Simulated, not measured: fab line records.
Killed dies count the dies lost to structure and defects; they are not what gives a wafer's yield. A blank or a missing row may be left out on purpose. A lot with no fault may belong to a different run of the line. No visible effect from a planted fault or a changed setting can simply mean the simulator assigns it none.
Chamber matching | flow n5 finfet | 4 sister chambers for N5_FIN_SAQP_ETCH_52 on rie diel-02
The step etches SOC in N2/H2, target depth 100 nm, overetch 20 nm, time 150 s. 14 wafers are shown with their chamber, then 7 later ones without.

== WAFERS, EACH WITH ITS CHAMBER ==
wafer  | chamber | showerhead plenum p Torr (Torr) | drypump motor current A (A) | rf vpp V (V)
L074.2 | 0       | 2.61                            | 5.3                         | 525.4
L074.3 | 1       | 2.66                            | 5.5                         | 527.4
L074.4 | 2       | 2.54                            | 5.0                         | 523.5
L075.3 | 3       | 2.71                            | 5.7                         | 530.1
L075.5 | 2       | 2.54                            | 5.0                         | 524.9
L075.6 | 1       | 2.66                            | 5.6                         | 525.6
L083.4 | 2       | 2.53                            | 5.0                         | 523.5
L083.5 | 1       | 2.65                            | 5.6                         | 526.6
L083.6 | 3       | 2.70                            | 5.7                         | 528.3
L086.1 | 2       | 2.53                            | 5.0                         | 522.8
L086.2 | 0       | 2.60                            | 5.3                         | 525.3
L086.4 | 3       | 2.70                            | 5.8                         | 528.7
L090.1 | 2       | 2.52                            | 5.0                         | 522.7
L090.4 | 0       | 2.60                            | 5.3                         | 525.8

SIGNATURES (means of the wafers above)
reading                  | chamber 0 | chamber 1 | chamber 2 | chamber 3 | scatter within a chamber
showerhead plenum p Torr | 2.6033    | 2.6567    | 2.5320    | 2.7033    | 0.00693
drypump motor current A  | 5.300     | 5.567     | 5.000     | 5.733     | 0.0365
rf vpp V                 | 525.500   | 526.533   | 523.480   | 529.033   | 0.815
Rule: for each reading, subtract the chamber's mean from the wafer's reading, divide by that reading's scatter and square the result; add these up over the readings and take the root, which gives the wafer's distance from the chamber. The wafer belongs to the nearest chamber; if the next one is less than 2 further off, it can't be placed. How the scatter is found: for the shown wafers, subtract from each reading the mean of its chamber, square and add these, divide the total by (wafers less chambers), then take the root.

== WAFERS WITH NO CHAMBER GIVEN ==
wafer  | showerhead plenum p Torr (Torr) | drypump motor current A (A) | rf vpp V (V)
L090.6 | 2.64                            | 5.5                         | 527.1
L091.1 | 2.64                            | 5.5                         | 526.1
L091.3 | 2.60                            | 5.3                         | 525.5
L091.4 | 2.52                            | 5.0                         | 523.4
L094.2 | 2.52                            | 5.0                         | 523.5
L094.3 | 2.60                            | 5.3                         | 524.0
L094.5 | 2.60                            | 5.3                         | 524.8

== EACH ONE'S CHAMBER ==
wafer  | from the rows above | in truth
L090.6 | 1                   | 1
L091.1 | 1                   | 1
L091.3 | 0                   | 0
L091.4 | 2                   | 2
L094.2 | 2                   | 2
L094.3 | 0                   | 0
L094.5 | 0                   | 0
7 of 7 placed correctly. Can't be placed from these rows: 0. Placed wrongly: 0.
